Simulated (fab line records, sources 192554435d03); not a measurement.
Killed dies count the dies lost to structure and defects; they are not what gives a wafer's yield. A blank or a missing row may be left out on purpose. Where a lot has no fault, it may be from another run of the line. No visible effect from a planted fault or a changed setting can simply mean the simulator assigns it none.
Code-filled problem report in 8D (eight disciplines) form    flow n5 finfet    the parts of the form that need people (team, actions taken, sign-off) are left out

## 1. WHAT IS WRONG
At N5_MOL_CONTACT_COAG_COAT_34, spin speed rpm averages 1455.1 rpm over 6 wafers from 2 lots, while fault-free wafers read 1500.1 rpm, standard deviation 0.96. Measured from the usual mean, that is -47 standard deviations.
The step: resist thk 40 nm.
First observed at day 7 04:04: wafer L553.1, on litho track-03. At this step, 27 wafers from 9 lots have a number in the record. By rule, "out" or "out of limits" means more than 4 standard deviations away from the usual mean. Any other wafer with a number is counted as sound.

## 2. WHAT IT IS, AND WHAT IT ISN'T
question                     is                      is not
which readings at this step  spin speed rpm          -
which lots                   L553, L554              L549, L552, L562, L563, L564, L565, L569
which wafers of those lots   all that have a number  -
read on which tools          litho track-03          litho track-01, litho track-04
when                         from day 7 04:04        up to then (6 sound wafers); but 15 sound wafers of L562, L563, L564, L565, L569 came after

## 3. SUSPECTS, AND WHAT RULES EACH OUT
Counting: a tool stays on the suspect list if, at a process step up to the reading, it processed all lots that are out and no sound lot following the first of them.
- litho track-03 at N5_MOL_CONTACT_COAG_COAT_34 (resist thk 40 nm): ruled out as a lasting fault. After its first lot that is out, L553 (day 7 04:04), sound lots L569 ran on it.
Left after counting: nothing in the record.

## 4. THE CAUSE (what the simulator had put in)
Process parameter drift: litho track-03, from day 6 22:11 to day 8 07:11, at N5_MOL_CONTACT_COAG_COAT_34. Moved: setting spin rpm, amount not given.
Counting ruled it out, wrongly.

## 5. SEQUENCE OF EFFECTS, ordered by route
Rows list readings where the struck wafers' mean (over those with a number) sits beyond 3 standard deviations from the usual. Scope: only readings with a usual standard deviation given in the record; hours: median across lots of the time from each lot's start at the first step in this table that gives one to its start at this step; sigmas: change in usual standard deviations.
hours  step                         reading         usual       on struck wafers  change  sigmas
0      N5_MOL_CONTACT_COAG_COAT_34  spin speed rpm  1500.1 rpm  1455.1            -45.0   -47
Its process steps:
- N5_MOL_CONTACT_COAG_COAT_34: resist thk 40 nm.
Later measuring or inspecting steps at which every struck wafer that the step has a row for has a number for every such reading, and none has moved that far: N5_BEOL_M4_RC_MEAS_101.

## 6. WHAT WOULD HAVE CAUGHT IT SOONER
First out-of-limits reading in this record: day 7 04:04, which is 6 hours after fault onset at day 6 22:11.
